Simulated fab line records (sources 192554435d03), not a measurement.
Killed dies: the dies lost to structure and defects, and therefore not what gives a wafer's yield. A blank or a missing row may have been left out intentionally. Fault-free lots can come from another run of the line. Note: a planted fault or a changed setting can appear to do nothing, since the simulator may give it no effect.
Split-lot experiment / flow n5Finfet / 7 lots, 39 wafers read, on a route of 1938 steps

== ABOUT THE SPLIT ==
At N5_BEOL_M8_HM_DEP_02 (deposits TiN, target thk 20 nm), the setting targetThkA was moved away from the recipe's 200 angstrom on 12 of the 39 wafers read, by -23.3% to +59.2%. For the rest of the wafers, this setting stayed at what the recipe calls for.

== FROM THE SPLIT TO THE READING: what the file shows between them, 4 steps ==
- N5_BEOL_M8_COAT_59: time 60 s, resist thk 100 nm
- N5_BEOL_M8_COAT_60: time 60 s, resist thk 35 nm
- N5_BEOL_M8_STRIP_68: strips in N2/H2
- N5_BEOL_M8_STRIP_67: strips in CF4

== THE READING ==
etch.depthNm (the simulator's own value, which no gauge read), in nm, at N5_BEOL_M8_HM_OPEN_17 (chemistry Cl2/BCl3, target TiN, target depth 20 nm, overetch 6 nm). There is no usual value for it anywhere in the file. The 27 wafers here that ran the recipe average 20.03 nm, standard deviation 0.28 nm.

wafer=L074.1; tool, chamber at the split=pvdSputter-01, -; targetThkA as run, angstrom=274.9; against the recipe=+37.4%; etch.depthNm, nm=27.15; against lot-mates on the recipe=+7.25
wafer=L074.2; tool, chamber at the split=pvdSputter-01, -; targetThkA as run, angstrom=200; against the recipe=recipe; etch.depthNm, nm=20.29; against lot-mates on the recipe=-
wafer=L074.3; tool, chamber at the split=pvdSputter-01, -; targetThkA as run, angstrom=274.9; against the recipe=+37.4%; etch.depthNm, nm=27.38; against lot-mates on the recipe=+7.48
wafer=L074.4; tool, chamber at the split=pvdSputter-01, -; targetThkA as run, angstrom=200; against the recipe=recipe; etch.depthNm, nm=19.74; against lot-mates on the recipe=-
wafer=L074.5; tool, chamber at the split=pvdSputter-01, -; targetThkA as run, angstrom=274.9; against the recipe=+37.4%; etch.depthNm, nm=27.08; against lot-mates on the recipe=+7.18
wafer=L074.6; tool, chamber at the split=pvdSputter-01, -; targetThkA as run, angstrom=200; against the recipe=recipe; etch.depthNm, nm=19.68; against lot-mates on the recipe=-
wafer=L075.1; tool, chamber at the split=pvdSputter-02, -; targetThkA as run, angstrom=200; against the recipe=recipe; etch.depthNm, nm=20.18; against lot-mates on the recipe=-
wafer=L075.2; tool, chamber at the split=pvdSputter-02, -; targetThkA as run, angstrom=200; against the recipe=recipe; etch.depthNm, nm=20.26; against lot-mates on the recipe=-
wafer=L075.3; tool, chamber at the split=pvdSputter-02, -; targetThkA as run, angstrom=200; against the recipe=recipe; etch.depthNm, nm=20.49; against lot-mates on the recipe=-
wafer=L075.4; tool, chamber at the split=pvdSputter-02, -; targetThkA as run, angstrom=200; against the recipe=recipe; etch.depthNm, nm=20.36; against lot-mates on the recipe=-
wafer=L075.5; tool, chamber at the split=pvdSputter-02, -; targetThkA as run, angstrom=200; against the recipe=recipe; etch.depthNm, nm=20.32; against lot-mates on the recipe=-
wafer=L075.6; tool, chamber at the split=pvdSputter-02, -; targetThkA as run, angstrom=200; against the recipe=recipe; etch.depthNm, nm=20.14; against lot-mates on the recipe=-
wafer=L082.1; tool, chamber at the split=pvdSputter-03, -; targetThkA as run, angstrom=200; against the recipe=recipe; etch.depthNm, nm=20.3; against lot-mates on the recipe=-
wafer=L082.4; tool, chamber at the split=pvdSputter-03, -; targetThkA as run, angstrom=200; against the recipe=recipe; etch.depthNm, nm=19.89; against lot-mates on the recipe=-
wafer=L082.6; tool, chamber at the split=pvdSputter-03, -; targetThkA as run, angstrom=200; against the recipe=recipe; etch.depthNm, nm=20.1; against lot-mates on the recipe=-
wafer=L085.1; tool, chamber at the split=pvdSputter-03, -; targetThkA as run, angstrom=200; against the recipe=recipe; etch.depthNm, nm=19.87; against lot-mates on the recipe=-
wafer=L085.2; tool, chamber at the split=pvdSputter-03, -; targetThkA as run, angstrom=200; against the recipe=recipe; etch.depthNm, nm=20.5; against lot-mates on the recipe=-
wafer=L085.3; tool, chamber at the split=pvdSputter-03, -; targetThkA as run, angstrom=200; against the recipe=recipe; etch.depthNm, nm=20; against lot-mates on the recipe=-
wafer=L085.5; tool, chamber at the split=pvdSputter-03, -; targetThkA as run, angstrom=200; against the recipe=recipe; etch.depthNm, nm=20; against lot-mates on the recipe=-
wafer=L085.4; tool, chamber at the split=pvdSputter-03, -; targetThkA as run, angstrom=200; against the recipe=recipe; etch.depthNm, nm=19.91; against lot-mates on the recipe=-
wafer=L085.6; tool, chamber at the split=pvdSputter-03, -; targetThkA as run, angstrom=200; against the recipe=recipe; etch.depthNm, nm=19.85; against lot-mates on the recipe=-
wafer=L088.1; tool, chamber at the split=pvdSputter-01, -; targetThkA as run, angstrom=200; against the recipe=recipe; etch.depthNm, nm=20.22; against lot-mates on the recipe=-
wafer=L088.2; tool, chamber at the split=pvdSputter-01, -; targetThkA as run, angstrom=200; against the recipe=recipe; etch.depthNm, nm=19.72; against lot-mates on the recipe=-
wafer=L088.3; tool, chamber at the split=pvdSputter-01, -; targetThkA as run, angstrom=318.5; against the recipe=+59.2%; etch.depthNm, nm=25.17; against lot-mates on the recipe=+5.14
wafer=L088.4; tool, chamber at the split=pvdSputter-01, -; targetThkA as run, angstrom=200; against the recipe=recipe; etch.depthNm, nm=20.14; against lot-mates on the recipe=-
wafer=L088.5; tool, chamber at the split=pvdSputter-01, -; targetThkA as run, angstrom=318.5; against the recipe=+59.2%; etch.depthNm, nm=26.55; against lot-mates on the recipe=+6.52
wafer=L088.6; tool, chamber at the split=pvdSputter-01, -; targetThkA as run, angstrom=318.5; against the recipe=+59.2%; etch.depthNm, nm=25.04; against lot-mates on the recipe=+5.01
wafer=L089.1; tool, chamber at the split=pvdSputter-01, -; targetThkA as run, angstrom=200; against the recipe=recipe; etch.depthNm, nm=19.99; against lot-mates on the recipe=-
wafer=L089.2; tool, chamber at the split=pvdSputter-01, -; targetThkA as run, angstrom=162.1; against the recipe=-18.9%; etch.depthNm, nm=15.73; against lot-mates on the recipe=-3.88
wafer=L089.3; tool, chamber at the split=pvdSputter-01, -; targetThkA as run, angstrom=162.1; against the recipe=-18.9%; etch.depthNm, nm=16.15; against lot-mates on the recipe=-3.46
wafer=L089.4; tool, chamber at the split=pvdSputter-01, -; targetThkA as run, angstrom=200; against the recipe=recipe; etch.depthNm, nm=19.29; against lot-mates on the recipe=-
wafer=L089.5; tool, chamber at the split=pvdSputter-01, -; targetThkA as run, angstrom=162.1; against the recipe=-18.9%; etch.depthNm, nm=16.03; against lot-mates on the recipe=-3.58
wafer=L089.6; tool, chamber at the split=pvdSputter-01, -; targetThkA as run, angstrom=200; against the recipe=recipe; etch.depthNm, nm=19.55; against lot-mates on the recipe=-
wafer=L094.1; tool, chamber at the split=pvdSputter-01, -; targetThkA as run, angstrom=153.4; against the recipe=-23.3%; etch.depthNm, nm=15.59; against lot-mates on the recipe=-4.46
wafer=L094.2; tool, chamber at the split=pvdSputter-01, -; targetThkA as run, angstrom=153.4; against the recipe=-23.3%; etch.depthNm, nm=15.56; against lot-mates on the recipe=-4.49
wafer=L094.3; tool, chamber at the split=pvdSputter-01, -; targetThkA as run, angstrom=200; against the recipe=recipe; etch.depthNm, nm=19.88; against lot-mates on the recipe=-
wafer=L094.4; tool, chamber at the split=pvdSputter-01, -; targetThkA as run, angstrom=200; against the recipe=recipe; etch.depthNm, nm=20.25; against lot-mates on the recipe=-
wafer=L094.5; tool, chamber at the split=pvdSputter-01, -; targetThkA as run, angstrom=200; against the recipe=recipe; etch.depthNm, nm=20.01; against lot-mates on the recipe=-
wafer=L094.6; tool, chamber at the split=pvdSputter-01, -; targetThkA as run, angstrom=153.4; against the recipe=-23.3%; etch.depthNm, nm=15.35; against lot-mates on the recipe=-4.70

THE FIT
A straight line over all 39 wafers: etch.depthNm changes by +0.137 nm for each +1% of targetThkA; r = +0.93; the points scatter about the line by 1.1 nm.
The same after taking each lot's own level away (the mean of its wafers on the recipe; 39 wafers): +0.136 nm for each +1%; r = +0.94; scatter 1.1 nm.
The reading moves by 8 nm for the largest change in targetThkA, on that fit.
From 19.610 to 20.292 nm: that is the span of the lots' own levels, equal to 2.4 times the standard deviation above.
Hence the lot-to-lot level has little effect on the slope; both slopes agree.
Check: +8.53 nm against its lot-mates is what the line predicts for one of the wafers moved furthest among these (+59.2%) when that wafer is left out of the fit. It came out at +5.14 nm against them.

== OTHER SPLITS ON THESE WAFERS ==
Note: prior to the reading, these wafers also went through further splits. Each is held against what the fit with the lots' levels taken away leaves over:
other split on the same wafers=N5_FIN_SAQP_PECVD_06 timeS; wafers away from the commonest value=12; r with etch.depthNm (lot level and that fit taken away)=-0.14
other split on the same wafers=N5_DUMMY_GATE_ALD_02 targetThkA; wafers away from the commonest value=15; r with etch.depthNm (lot level and that fit taken away)=+0.32
other split on the same wafers=N5_MOL_CONTACT_COAG_ETCHBACK_135 targetDepthA; wafers away from the commonest value=15; r with etch.depthNm (lot level and that fit taken away)=-0.37
other split on the same wafers=N5_BEOL_M1_ILD_DEP_00 timeS; wafers away from the commonest value=9; r with etch.depthNm (lot level and that fit taken away)=+0.30
other split on the same wafers=N5_BEOL_M6_ALD_77 aldCycles; wafers away from the commonest value=9; r with etch.depthNm (lot level and that fit taken away)=-0.27

== THE WHOLE CHAIN: every reading that the file lists as answering this split, in the file's order ==
step=N5_BEOL_M8_HM_DEP_02; what it does=deposits TiN, target thk 20 nm; reading=TiN_of_BEOL_M8_HM_DEP_02.thkNm (the simulator's own value, which no gauge read); change (the file's fit)=+0.199 nm for each +1% of the setting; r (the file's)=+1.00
step=N5_BEOL_M8_HM_OPEN_17; what it does=chemistry Cl2/BCl3, target TiN, target depth 20 nm, overetch 6 nm; reading=etch.depthNm (the simulator's own value, which no gauge read); change (the file's fit)=+0.134 nm for each +1% of the setting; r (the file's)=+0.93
step=N5_BEOL_M8_OCD_MEAS_38; what it does=; reading=trenchDepthNm; change (the file's fit)=not straight: 96.1 at the lowest setting, 94.2 at the recipe, 0.4 at the highest; r (the file's)=not given

== THE FILE'S OWN FIT ==
etch.depthNm changes by +0.134 nm for each +1% of targetThkA, r = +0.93.
